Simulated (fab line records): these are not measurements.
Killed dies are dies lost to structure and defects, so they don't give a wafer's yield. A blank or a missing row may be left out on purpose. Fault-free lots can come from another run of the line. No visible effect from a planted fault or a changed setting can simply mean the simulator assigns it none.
Matching of chambers :: flow n5-finfet :: N5_FIN_SAQP_MANDREL2_REMOVE_60 on rie-si-02: 4 sister chambers
The step chemistry HBr/Cl2/O2, target a-Si, stops on SiNx, bt time 10 s. 16 wafers are shown with their chamber, then 8 later ones without.

## EACH WAFER AND ITS CHAMBER
wafer: L080.1
chamber: 2
throttle-valve-pct (%): 36.6
oes-product-au (a.u.): 1.011

wafer: L080.2
chamber: 1
throttle-valve-pct (%): 37.2
oes-product-au (a.u.): 0.985

wafer: L080.6
chamber: 0
throttle-valve-pct (%): 36.7
oes-product-au (a.u.): 0.981

wafer: L081.2
chamber: 3
throttle-valve-pct (%): 36.4
oes-product-au (a.u.): 1.007

wafer: L081.3
chamber: 1
throttle-valve-pct (%): 37.2
oes-product-au (a.u.): 0.987

wafer: L081.5
chamber: 0
throttle-valve-pct (%): 36.7
oes-product-au (a.u.): 0.985

wafer: L085.2
chamber: 2
throttle-valve-pct (%): 36.6
oes-product-au (a.u.): 1.009

wafer: L085.3
chamber: 1
throttle-valve-pct (%): 37.2
oes-product-au (a.u.): 0.976

wafer: L085.6
chamber: 2
throttle-valve-pct (%): 36.6
oes-product-au (a.u.): 1.009

wafer: L086.2
chamber: 1
throttle-valve-pct (%): 37.2
oes-product-au (a.u.): 0.982

wafer: L086.3
chamber: 2
throttle-valve-pct (%): 36.6
oes-product-au (a.u.): 0.996

wafer: L086.4
chamber: 0
throttle-valve-pct (%): 36.8
oes-product-au (a.u.): 0.983

wafer: L087.1
chamber: 1
throttle-valve-pct (%): 37.2
oes-product-au (a.u.): 0.981

wafer: L087.2
chamber: 2
throttle-valve-pct (%): 36.6
oes-product-au (a.u.): 1.011

wafer: L087.6
chamber: 1
throttle-valve-pct (%): 37.2
oes-product-au (a.u.): 0.987

wafer: L089.2
chamber: 3
throttle-valve-pct (%): 36.4
oes-product-au (a.u.): 0.997

SIGNATURES (averages over the wafers above)
reading: throttle-valve-pct
chamber 0: 36.733
chamber 1: 37.200
chamber 2: 36.600
chamber 3: 36.400
scatter within a chamber: 0.0236

reading: oes-product-au
chamber 0: 0.98300
chamber 1: 0.98300
chamber 2: 1.00720
chamber 3: 1.00200
scatter within a chamber: 0.00507
Rule: for a wafer and a chamber, the distance is found by dividing, reading by reading, the gap between the wafer's reading and the chamber's mean by the reading's scatter, squaring, summing and taking the root. The wafer belongs to the nearest chamber; if the next one is less than 2 further off, it can't be placed. The scatter: take each reading less its chamber's mean, square it, sum over the shown wafers, divide by the number of wafers less the number of chambers, and take the root.

## WAFERS MISSING THEIR CHAMBER
wafer: L089.4
throttle-valve-pct (%): 36.7
oes-product-au (a.u.): 0.974

wafer: L089.5
throttle-valve-pct (%): 37.2
oes-product-au (a.u.): 0.975

wafer: L093.1
throttle-valve-pct (%): 36.7
oes-product-au (a.u.): 0.970

wafer: L093.2
throttle-valve-pct (%): 37.2
oes-product-au (a.u.): 0.973

wafer: L093.4
throttle-valve-pct (%): 36.4
oes-product-au (a.u.): 0.988

wafer: L094.1
throttle-valve-pct (%): 36.4
oes-product-au (a.u.): 0.998

wafer: L094.2
throttle-valve-pct (%): 36.6
oes-product-au (a.u.): 1.006

wafer: L094.3
throttle-valve-pct (%): 36.7
oes-product-au (a.u.): 0.973

## WHICH CHAMBER EACH ONE RAN IN
wafer: L089.4
from the rows above: 0
in truth: 0

wafer: L089.5
from the rows above: 1
in truth: 1

wafer: L093.1
from the rows above: 0
in truth: 0

wafer: L093.2
from the rows above: 1
in truth: 1

wafer: L093.4
from the rows above: 3
in truth: 3

wafer: L094.1
from the rows above: 3
in truth: 3

wafer: L094.2
from the rows above: 2
in truth: 2

wafer: L094.3
from the rows above: 0
in truth: 0
Correct placement for 8 of the 8. Can't be placed from these rows: 0. Wrongly placed: 0.
